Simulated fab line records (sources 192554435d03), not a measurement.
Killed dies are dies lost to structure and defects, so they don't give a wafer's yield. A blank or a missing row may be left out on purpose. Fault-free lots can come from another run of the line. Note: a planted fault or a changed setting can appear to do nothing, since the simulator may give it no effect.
Lot-split experiment    flow n5 finfet    7 lots, 21 wafers read, on a route of 1938 steps

## ABOUT THE SPLIT
At N5_BEOL_M2_DESCUM_33 (chemistry O2, time 7 s), the setting time s was moved away from the recipe's 7 s on 6 of the 21 wafers read, by -22.3% to +13.3%. All remaining wafers had this setting at the recipe value.

The file shows no step between the split and the reading.

## THE READING
CAR-EUV_of_BEOL_M2_COAT_22.thk nm (the simulator's own value, which no gauge read), in nm, at N5_BEOL_M2_ETCH_77 (etches underlayer in N2/H2, target depth 6.5 nm, time 5.2 s). There is no usual value for it anywhere in the file. Here, 15 wafers ran the recipe; their average is 20.4 nm with a standard deviation of 0.1 nm.

wafer   tool, chamber at the split  time s as run, s  against the recipe  CAR-EUV_of_BEOL_M2_COAT_22.thk nm, nm  against lot-mates on the recipe
L074.4  rie diel-05, 2              7                 recipe              20.4                                   -
L074.6  rie diel-05, 2              7                 recipe              20.4                                   -
L074.5  rie diel-05, 1              7.821             +11.7%              20                                     -0.4
L075.3  rie diel-02, 1,1,0          7                 recipe              20.2                                   -
L075.6  rie diel-02, 1,1,0          7                 recipe              20.2                                   -
L075.5  rie diel-02, 1,1,0          7                 recipe              20.4                                   -
L082.2  rie diel-04, 0,2            7.933             +13.3%              19.8                                   -0.6
L082.3  rie diel-04, 0,2            7.933             +13.3%              19.8                                   -0.6
L082.5  rie diel-04, 3              7                 recipe              20.4                                   -
L083.1  rie diel-02, 1              7                 recipe              20.4                                   -
L083.2  rie diel-02, 2              7                 recipe              20.4                                   -
L083.5  rie diel-02, 2              7.87              +12.4%              20                                     -0.4
L084.1  rie diel-04, 2              7                 recipe              20.4                                   -
L084.3  rie diel-04, 1              5.438             -22.3%              21.2                                   +0.9
L084.4  rie diel-04, 0              7                 recipe              20.2                                   -
L085.3  rie diel-04, 1,0,0          7                 recipe              20.4                                   -
L085.4  rie diel-04, 1,0,0          7                 recipe              20.4                                   -
L085.6  rie diel-04, 1,0,0          7                 recipe              20.6                                   -
L092.2  rie diel-05, 2,0            7                 recipe              20.4                                   -
L092.5  rie diel-05, 2,0            7                 recipe              20.4                                   -
L092.3  rie diel-05, 3              7.65              +9.3%               20                                     -0.4
When a row names more than one chamber, that row covers several wafers, and the file does not tell which wafer ran in which chamber.

THE FIT
A straight line over all 21 wafers: CAR-EUV_of_BEOL_M2_COAT_22.thk nm changes by -0.0375 nm for each +1% of time s; r = -0.95; the points scatter about the line by 0.096 nm.
The same after taking each lot's own level away (the mean of its wafers on the recipe; 21 wafers): -0.0402 nm for each +1%; r = -0.98; scatter 0.072 nm.
Per that fit: largest time s move, reading shift of 0.9 nm.
Measured against the standard deviation above, the lots' own levels, which go from 20.27 to 20.47 nm, span 2.0 times it.
So the lot-to-lot level changes the slope little: the two slopes agree.
Check: for one of the wafers moved furthest among these (-22.3%), held out of the fit, the line's prediction against its lot-mates is +0.895 nm. Against them it came out at +0.9 nm.

## THE OTHER SPLITS THESE WAFERS WENT THROUGH
Other splits were also applied to these wafers ahead of the reading. Each is held against what the fit with the lots' levels taken away leaves over:
other split on the same wafers          wafers away from the commonest value  r with CAR-EUV_of_BEOL_M2_COAT_22.thk nm (lot level and that fit taken away)
N5_GATE_CUT_COAT_34 spin rpm            7                                     -0.09
N5_MOL_CONTACT_COAG_ALD_27 time s       10                                    +0.05
N5_MOL_CONTACT_COAG_ALD_131 ald cycles  10                                    +0.24
N5_MOL_CONTACT_COAG_ETCH_91 time s      6                                     -0.06
N5_BEOL_M0_SAQP_COAT_08 spin rpm        8                                     -0.30
N5_BEOL_M0_SAQP_DESCUM_19 time s        9                                     +0.27
N5_BEOL_M0_CUTY_EXPOSE_54 dose mj       8                                     +0.13
N5_BEOL_M0_ETCH_138 source w            7                                     +0.06
N5_BEOL_M1_PECVD_72 time s              8                                     -0.17

## THE WHOLE CHAIN: every reading that the file lists as answering this split, in the file's order
step                  what it does                                                 reading                                                                             change (the file's fit)                 r (the file's)
N5_BEOL_M2_DESCUM_33  chemistry O2, time 7 s                                       CAR-EUV_of_BEOL_M2_COAT_22.thk nm (the simulator's own value, which no gauge read)  -0.0338 nm for each +1% of the setting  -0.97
N5_BEOL_M2_ETCH_77    etches underlayer in N2/H2, target depth 6.5 nm, time 5.2 s  CAR-EUV_of_BEOL_M2_COAT_22.thk nm (the simulator's own value, which no gauge read)  -0.0393 nm for each +1% of the setting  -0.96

## THE FILE'S OWN FIT
CAR-EUV_of_BEOL_M2_COAT_22.thk nm changes by -0.0393 nm for each +1% of time s, r = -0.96.
